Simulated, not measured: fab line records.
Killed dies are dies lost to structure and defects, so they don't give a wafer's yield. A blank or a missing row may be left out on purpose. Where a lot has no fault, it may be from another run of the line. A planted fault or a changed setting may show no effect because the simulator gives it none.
Lot-split experiment    flow n5 finfet    route with 1938 steps; 7 lots, 21 wafers read

SPLIT DETAILS
At N5_BEOL_M15_EXPOSE_07 (exposes mask V14), the setting dose mj was moved away from the recipe's 41.25 on 9 of the 21 wafers read, by -6.7% to +6.9%. All remaining wafers had this setting at the recipe value.

FROM THE SPLIT TO THE READING: what the file shows between them, 6 steps
- N5_BEOL_M15_PEB_08: peb time 90 s
- N5_BEOL_M15_DEVELOP_09: develop time 45 s
- N5_BEOL_M15_HARDBAKE_14: time 120 s
- N5_BEOL_M15_CD_MEAS_10: target cd 360 nm
- N5_BEOL_M15_STRIP_65: strips in post etch residue remover, time 60 s
- N5_BEOL_M15_SRD_66: time 30 s, dry time 30 s

THE READING
cd nm (nm) at N5_BEOL_M15_CD_MEAS_17, where the cd target is 360 nm. Fault-free wafers of this fab line usually give 359.8 nm, standard deviation 2.5 nm.

wafer   tool, chamber at the split  dose mj as run  against the recipe  cd nm, nm  against lot-mates on the recipe
L075.1  krf scanner-01, 0           41.25           recipe              359.9      -
L075.2  krf scanner-01, 0           41.25           recipe              358.3      -
L075.5  krf scanner-01, 0           41.25           recipe              358.6      -
L082.1  krf scanner-01, 0           41.25           recipe              359.5      -
L082.2  krf scanner-01, 0           41.25           recipe              356.4      -
L082.4  krf scanner-01, 0           41.25           recipe              359.4      -
L087.3  krf scanner-01, 0           38.5            -6.7%               344.4      no lot-mate on the recipe
L087.5  krf scanner-01, 0           38.5            -6.7%               345.0      no lot-mate on the recipe
L087.6  krf scanner-01, 0           38.5            -6.7%               348.7      no lot-mate on the recipe
L090.4  krf scanner-01, 0           39.88           -3.3%               358.5      -2.2
L090.5  krf scanner-01, 0           41.25           recipe              361.4      -
L090.6  krf scanner-01, 0           41.25           recipe              360.1      -
L091.3  krf scanner-02, 0           41.25           recipe              360.6      -
L091.4  krf scanner-02, 0           44.08           +6.9%               369.5      +8.9
L091.5  krf scanner-02, 0           44.08           +6.9%               372.2      +11.6
L092.1  krf scanner-02, 0           40.04           -2.9%               358.7      -2.3
L092.4  krf scanner-02, 0           41.25           recipe              359.7      -
L092.5  krf scanner-02, 0           41.25           recipe              362.3      -
L097.3  krf scanner-02, 0           41.25           recipe              358.2      -
L097.4  krf scanner-02, 0           39.14           -5.1%               349.4      -8.8
L097.5  krf scanner-02, 0           39.14           -5.1%               347.3      -10.9

THE FIT
A straight line over all 21 wafers: cd nm changes by +1.82 nm for each +1% of dose mj; r = +0.95; the points scatter about the line by 2.3 nm.
The same after taking each lot's own level away (the mean of its wafers on the recipe; 18 wafers): +1.54 nm for each +1%; r = +0.95; scatter 1.6 nm.
That fit puts the effect of the largest move of dose mj on the reading at 11 nm.
The lots' own levels span 358.20 to 361.00 nm, that is 1.1 times the standard deviation above.
Thus the slope moves with the lot-to-lot level: the two fits are different.
Check: +11.5 nm against its lot-mates is what the line predicts for one of the wafers moved furthest among these (+6.9%) when that wafer is left out of the fit. It came out at +8.9 nm against them.

THE OTHER SPLITS THESE WAFERS WENT THROUGH
Note: prior to the reading, these wafers also went through further splits. Each is held against what the fit with the lots' levels taken away leaves over:
other split on the same wafers  wafers away from the commonest value  r with cd nm (lot level and that fit taken away)
N5_BEOL_M14_ETCH_59 time s      6                                     -0.11

THE WHOLE CHAIN: every reading that the file lists as answering this split, in the file's order
step                    what it does      reading  change (the file's fit)               r (the file's)
N5_BEOL_M15_CD_MEAS_10  target cd 360 nm  cd nm    +1.41 nm for each +1% of the setting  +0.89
N5_BEOL_M15_CD_MEAS_17  target cd 360 nm  cd nm    +1.45 nm for each +1% of the setting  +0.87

FILE'S OWN FIT
cd nm changes by +1.45 nm for each +1% of dose mj, r = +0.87.
